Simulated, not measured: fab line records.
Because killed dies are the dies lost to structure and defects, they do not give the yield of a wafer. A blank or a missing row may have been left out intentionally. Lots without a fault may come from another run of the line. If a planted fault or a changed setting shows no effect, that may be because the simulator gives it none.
Matching of chambers | flow n5_finfet | N5_BEOL_M5_ETCH_68 on rie_diel-06: 4 sister chambers
The step etches SOC in N2/H2, target depth 80 nm, overetch 16 nm, time 120 s. 16 wafers are shown with their chamber, then 8 later ones without.

EACH WAFER AND ITS CHAMBER
wafer  | chamber | drypump_motor_current_A (A) | showerhead_plenum_p_Torr (Torr) | oes_product_au (a.u.)
L074.2 | 3       | 5.7                         | 2.63                            | 0.56
L074.3 | 2       | 5.6                         | 2.64                            | 0.57
L074.5 | 2       | 5.6                         | 2.64                            | 0.57
L078.1 | 1       | 6.5                         | 2.53                            | 0.52
L078.3 | 0       | 5.2                         | 2.46                            | 0.61
L078.5 | 2       | 5.6                         | 2.64                            | 0.57
L080.2 | 2       | 5.6                         | 2.63                            | 0.56
L080.5 | 2       | 5.7                         | 2.63                            | 0.57
L080.6 | 3       | 5.7                         | 2.63                            | 0.55
L084.1 | 2       | 5.6                         | 2.63                            | 0.56
L084.5 | 2       | 5.6                         | 2.63                            | 0.56
L084.6 | 1       | 6.5                         | 2.52                            | 0.52
L088.2 | 2       | 5.6                         | 2.62                            | 0.56
L088.3 | 3       | 5.7                         | 2.62                            | 0.54
L088.5 | 0       | 5.2                         | 2.45                            | 0.59
L087.1 | 3       | 5.6                         | 2.62                            | 0.54

SIGNATURES (means of the wafers above)
reading                  | chamber 0 | chamber 1 | chamber 2 | chamber 3 | scatter within a chamber
drypump_motor_current_A  | 5.200     | 6.500     | 5.612     | 5.675     | 0.0368
showerhead_plenum_p_Torr | 2.4550    | 2.5250    | 2.6325    | 2.6250    | 0.00677
oes_product_au           | 0.6000    | 0.5200    | 0.5650    | 0.5475    | 0.0075
Rule: distance of a wafer from a chamber = root of the sum over the readings of ((wafer's reading minus chamber's mean) / reading's scatter) squared. If the next closest chamber is less than 2 further off than the closest, the wafer can't be placed; otherwise it belongs to the closest. The scatter is the square root of a quotient: the sum, over the shown wafers, of each reading's squared deviation from its chamber's mean, divided by wafers minus chambers.

WAFERS WHOSE CHAMBER IS MISSING
wafer  | drypump_motor_current_A (A) | showerhead_plenum_p_Torr (Torr) | oes_product_au (a.u.)
L087.5 | 5.6                         | 2.62                            | 0.55
L087.6 | 5.6                         | 2.62                            | 0.55
L093.2 | 5.2                         | 2.45                            | 0.59
L093.3 | 5.6                         | 2.62                            | 0.55
L093.5 | 5.2                         | 2.45                            | 0.58
L091.1 | 5.2                         | 2.45                            | 0.59
L091.2 | 6.5                         | 2.52                            | 0.74
L091.4 | 5.6                         | 2.62                            | 0.55

WHICH CHAMBER EACH WENT THROUGH
wafer  | from the rows above     | in truth
L087.5 | can't be placed: 3 or 2 | 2
L087.6 | can't be placed: 3 or 2 | 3
L093.2 | 0                       | 0
L093.3 | can't be placed: 3 or 2 | 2
L093.5 | 0                       | 0
L091.1 | 0                       | 0
L091.2 | 1                       | 1
L091.4 | can't be placed: 3 or 2 | 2
Correctly placed: 4 of 8. Unplaceable from these rows: 4, with the true chamber sitting among the candidates in 4. Placed wrongly: 0.
